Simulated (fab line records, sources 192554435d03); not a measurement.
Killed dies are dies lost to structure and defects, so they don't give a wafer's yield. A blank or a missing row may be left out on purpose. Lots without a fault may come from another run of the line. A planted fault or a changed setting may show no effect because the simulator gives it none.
Chamber matching | flow n5_finfet | N5_MOL_CONTACT_COAG_ALD_20 on ald_metal-02: 4 sister chambers
The step deposits TiN, target thk 1.5 nm, pulse time 1 s, purge time 3 s. 8 wafers are shown with their chamber, then 12 later ones without.

WAFERS WITH THEIR CHAMBER
wafer  | chamber | heater_power_w (W) | precursor_pulse_height_rel
L082.6 | 2       | 1030               | 1.011
L084.6 | 0       | 850                | 1.015
L085.2 | 3       | 660                | 0.985
L085.4 | 1       | 955                | 1.041
L085.5 | 3       | 688                | 1.003
L091.1 | 1       | 944                | 1.006
L091.2 | 2       | 1058               | 0.996
L091.3 | 0       | 864                | 1.003

WAFERS WITHOUT THEIR CHAMBER
wafer  | heater_power_w (W) | precursor_pulse_height_rel
L092.3 | 963                | 1.031
L092.5 | 973                | 0.974
L092.6 | 865                | 0.994
L094.1 | 1025               | 0.993
L094.4 | 681                | 0.993
L094.6 | 1020               | 1.023
L095.1 | 1010               | 0.980
L095.3 | 877                | 1.036
L095.4 | 684                | 1.005
L097.1 | 874                | 1.026
L097.5 | 658                | 0.995
L097.6 | 859                | 1.037

WHICH CHAMBER EACH WENT THROUGH
wafer  | from the rows above     | in truth
L092.3 | 1                       | 1
L092.5 | can't be placed: 1 or 2 | 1
L092.6 | 0                       | 0
L094.1 | 2                       | 2
L094.4 | 3                       | 3
L094.6 | 2                       | 2
L095.1 | 2                       | 2
L095.3 | 0                       | 0
L095.4 | 3                       | 3
L097.1 | 0                       | 0
L097.5 | 3                       | 3
L097.6 | 0                       | 0
Placed correctly: 11 of 12. Can't be placed from these rows: 1 (the true chamber is among the candidates in 1). Placed wrongly: 0.
How it was worked out, from the rows above alone: a wafer's distance from a chamber is the root of the sum, over the readings, of the square of ((its reading less the chamber's mean) divided by the reading's scatter). The wafer belongs to the nearest chamber; if the next one is less than 2 further off, it can't be placed. A chamber's mean is the mean of its shown wafers. The scatter: the root of (the sum of the squares of (reading less its chamber's mean) over the shown wafers, divided by (wafers less chambers)).
